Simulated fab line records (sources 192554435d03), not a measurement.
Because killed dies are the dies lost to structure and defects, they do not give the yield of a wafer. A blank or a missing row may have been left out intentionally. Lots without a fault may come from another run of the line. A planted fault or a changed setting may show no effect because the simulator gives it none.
Comparing a struck lot with a sound one | flow n5_finfet | 19 steps out of a route of 1938
Sound: the wafers L615.1, L615.2, L615.5. The struck wafers were L608.4, L608.5, L608.6. At the end, the cause is stated.
Each step with rows lists, per side, the tool, then ch with its chambers, then its first start. Under that, the readings that differ: sound wafers | struck wafers | difference of the means | sigmas: that difference in standard deviations of wafers without a fault.
alike: same words and numbers on both sides, and readings whose means sit less than 2 such deviations apart. not compared: any withheld reading, any reading some wafer has no value for, any bound like >300 that may hide the same value, and any number with overlapping values for which the record gives no deviation.
A row with sigmas, a row that says differs or no value, or rows on one side alone: a step with any of these is where the two part. Non-overlapping numbers with no deviation appear without sigmas and do not part them. A reading missing from all wafers of one side parts the sides only when that side holds two or more wafers.

first, 12 steps without rows for these wafers: N5_GATE_CUT_STRIP_42 (strips in O2); N5_GATE_CUT_ETCH_19 (etches SiNx in CH3F/O2, target depth 53.7 nm, time 76.7 s); N5_GATE_CUT_CUT_ETCH_53 (etches W in SF6/Cl2, target depth 79.2 nm); N5_GATE_CUT_CUT_ETCH_54 (etches TiN in Cl2/BCl3, target depth 96.7 nm); N5_GATE_CUT_CUT_ETCH_55 (etches HfO2 in BCl3, target depth 3.2 nm); N5_GATE_CUT_ETCH_47 (etches SiO2 in Cl2/BCl3, target depth 10 nm); N5_GATE_CUT_VAPOR_ETCH_48 (etches TiN in BCl3/Cl2); N5_GATE_CUT_VAPOR_ETCH_49 (etches TiAlC in BCl3/Cl2); N5_GATE_CUT_VAPOR_ETCH_51 (etches HfO2 in BCl3/Cl2); N5_GATE_CUT_STRIP_21 (strips in N2/H2, time 30 s); N5_GATE_CUT_STRIP_29 (strips in post etch residue remover, time 60 s); N5_GATE_CUT_SRD_52 (time 30 s).
N5_GATE_CUT_ALD_22: deposits SiNx, target thk 16 nm, pulse time 1 s, ald cycles 320.
  sound on ald_sin-04 ch 0,1, day 9 02:16; struck on ald_sin-03 ch 0,1,2, day 7 09:07
  no value came back on the struck wafers for ald_cycles, chamber_pressure_Torr (Torr), heater_power_w (W), precursor_pulse_height_rel; on the sound wafers ald_cycles reads 320 320 320
N5_GATE_CUT_CMP_23: polishes, stops on SiO2, t overpolish 23.4 s, target thk 16 nm.
  sound on cmp-04 ch 1,2,3, day 9 03:47; struck on cmp-01 ch 1,2, day 7 10:36
  reading                                      | sound           | struck            | difference | sigmas
  time_to_endpoint_s (s)                       | 22.5 22.1 23.7  | 126.2 127.2 121.9 | +102.3     | +49
  model.SiO2_of_GATE_CUT_HM_DEP_46.thk_nm (nm) | 102.6 101.8 104 | 14.6 14 15.2      | -88.2      |
  alike: edge_zone_pressure_frac, motor_current_A, slurry_flow_ml_min
  not compared: pad_life_wafers
N5_GATE_CUT_THK_MEAS_24:
  sound: film_metro-01 at day 9 04:02; struck: film_metro-01 at day 7 10:54
  reading          | sound             | struck            | difference | sigmas
  GC_FILL_THK (nm) | 218.7 217.7 219.7 | 131.1 129.9 130.5 | -88.2      | -46
then, 1 step without rows for these wafers: N5_GATE_CUT_CMP_43 (polishes SiO2).
N5_GATE_CUT_CMP_61: polishes, stops on SiNx, t overpolish 3 s.
  sound on cmp-04 ch 1,3, day 9 04:33; struck on cmp-01 ch 0,1,2, day 7 11:30
  reading                                      | sound | struck      | difference | sigmas
  model.SiO2_of_GATE_CUT_HM_DEP_46.thk_nm (nm) | 0 0 0 | 1.8 2.8 2.6 | +2.4       |
  alike: edge_zone_pressure_frac, motor_current_A, slurry_flow_ml_min
  not compared: pad_life_wafers
N5_BEOL_M4_RC_MEAS_101:
  the record has rows for the sound wafers here (prober-01 ch 0, day 12 18:41) and none for the struck ones
-- the record jumps here: 7 days lie between the struck wafers' starts before and after (it left off in module BEOL_M4 and takes up again in module PASSIVATION, whose first step shown is number 1936 of the route) --
N5_PASSIVATION_PROBE_49:
  rows exist in the record for the struck wafers here (prober-02, day 14 23:13), but not for the sound ones

== WHERE THEY PART ==
First at N5_GATE_CUT_ALD_22; last, within this record, at N5_PASSIVATION_PROBE_49.

WHY: the cause the simulator had injected
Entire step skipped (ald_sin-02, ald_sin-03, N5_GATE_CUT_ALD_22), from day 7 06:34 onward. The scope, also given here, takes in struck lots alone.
